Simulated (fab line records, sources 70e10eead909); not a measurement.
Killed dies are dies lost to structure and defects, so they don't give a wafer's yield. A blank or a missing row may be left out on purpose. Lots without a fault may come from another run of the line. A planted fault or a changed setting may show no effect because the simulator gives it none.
Chamber matching | flow nand_harc | NHARC_A_STAIRCASE_DESCUM_11 on rie_diel-02: 4 sister chambers
The step chemistry O2, time 3 s. 8 wafers are shown with their chamber, then 7 later ones without.

WAFERS WITH THEIR CHAMBER
wafer  | chamber | showerhead_plenum_p_Torr (Torr) | drypump_motor_current_A (A)
L081.2 | 0       | 2.06                            | 6.1
L082.1 | 2       | 2.05                            | 6.4
L082.5 | 1       | 1.96                            | 5.8
L084.4 | 0       | 2.05                            | 6.2
L084.5 | 2       | 2.05                            | 6.5
L084.6 | 1       | 1.96                            | 5.8
L086.3 | 3       | 1.84                            | 5.5
L086.4 | 3       | 1.84                            | 5.5

WAFERS WITHOUT THEIR CHAMBER
wafer  | showerhead_plenum_p_Torr (Torr) | drypump_motor_current_A (A)
L086.5 | 2.05                            | 6.5
L092.1 | 1.95                            | 5.8
L092.4 | 2.05                            | 6.1
L092.5 | 1.95                            | 5.8
L096.2 | 2.04                            | 6.1
L096.3 | 2.04                            | 6.1
L096.6 | 2.04                            | 6.1

WHICH CHAMBER EACH WENT THROUGH
wafer  | from the rows above | in truth
L086.5 | 2                   | 2
L092.1 | 1                   | 1
L092.4 | 0                   | 0
L092.5 | 1                   | 1
L096.2 | 0                   | 0
L096.3 | 0                   | 0
L096.6 | 0                   | 0
Placed correctly: 7 of 7. Can't be placed from these rows: 0. Placed wrongly: 0.
How it was worked out, from the rows above alone: a wafer's distance from a chamber is the root of the sum, over the readings, of the square of ((its reading less the chamber's mean) divided by the reading's scatter). The wafer belongs to the nearest chamber; if the next one is less than 2 further off, it can't be placed. A chamber's mean is the mean of its shown wafers. The scatter: the root of (the sum of the squares of (reading less its chamber's mean) over the shown wafers, divided by (wafers less chambers)).
